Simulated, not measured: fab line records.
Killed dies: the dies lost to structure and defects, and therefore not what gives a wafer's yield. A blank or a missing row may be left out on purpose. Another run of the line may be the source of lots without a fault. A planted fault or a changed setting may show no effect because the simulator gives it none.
Chamber matching ; flow nand-harc ; 4 sister chambers for NHARC_A_STAIRCASE_DESCUM_219 on rie-diel-08
The step chemistry O2, time 3 s. 20 wafers are shown with their chamber, then 10 later ones without.

== EACH WAFER AND ITS CHAMBER ==
wafer;chamber;drypump-motor-current-A (A);showerhead-plenum-p-Torr (Torr);oes-product-au (a.u.)
L075.1;1;5.7;1.95;1.025
L075.2;3;5.5;1.80;0.987
L075.3;2;5.4;1.90;1.001
L075.4;0;5.2;1.92;1.015
L075.5;0;5.2;1.92;1.008
L075.6;1;5.7;1.95;1.016
L081.1;2;5.4;1.90;1.016
L081.2;0;5.2;1.91;1.000
L081.5;0;5.2;1.91;0.994
L082.1;3;5.5;1.80;0.974
L082.3;0;5.2;1.91;1.001
L082.6;3;5.5;1.80;0.981
L085.3;0;5.2;1.91;1.013
L085.5;3;5.5;1.79;0.988
L085.6;2;5.4;1.89;1.004
L087.3;1;5.8;1.94;1.002
L087.4;2;5.4;1.89;1.001
L087.5;2;5.4;1.89;1.006
L088.2;0;5.2;1.90;0.999
L088.5;1;5.7;1.93;1.017

SIGNATURES (averages over the wafers above)
reading;chamber 0;chamber 1;chamber 2;chamber 3;scatter within a chamber
drypump-motor-current-A;5.200;5.725;5.400;5.500;0.0217
showerhead-plenum-p-Torr;1.9114;1.9425;1.8940;1.7975;0.00687
oes-product-au;1.00429;1.01500;1.00560;0.98250;0.00758
Rule: distance of a wafer from a chamber = root of the sum over the readings of ((wafer's reading minus chamber's mean) / reading's scatter) squared. The wafer belongs to the nearest chamber; if the next one is less than 2 further off, it can't be placed. The scatter: take each reading less its chamber's mean, square it, sum over the shown wafers, divide by the number of wafers less the number of chambers, and take the root.

== WAFERS MISSING THEIR CHAMBER ==
wafer;drypump-motor-current-A (A);showerhead-plenum-p-Torr (Torr);oes-product-au (a.u.)
L088.6;5.4;1.89;1.014
L091.2;5.4;1.88;1.005
L091.3;5.2;1.90;1.012
L091.4;5.5;1.79;0.995
L092.1;5.2;1.90;1.008
L092.3;5.7;1.93;1.011
L092.6;5.8;1.93;1.009
L096.1;5.5;1.78;1.004
L096.3;5.2;1.90;1.028
L096.5;5.2;1.90;1.009

== WHICH CHAMBER EACH ONE RAN IN ==
wafer;from the rows above;in truth
L088.6;2;2
L091.2;2;2
L091.3;0;0
L091.4;3;3
L092.1;0;0
L092.3;1;1
L092.6;1;1
L096.1;3;3
L096.3;0;0
L096.5;0;0
Placed correctly: 10 of 10. Number that these rows cannot place: 0. Placed wrongly: 0.
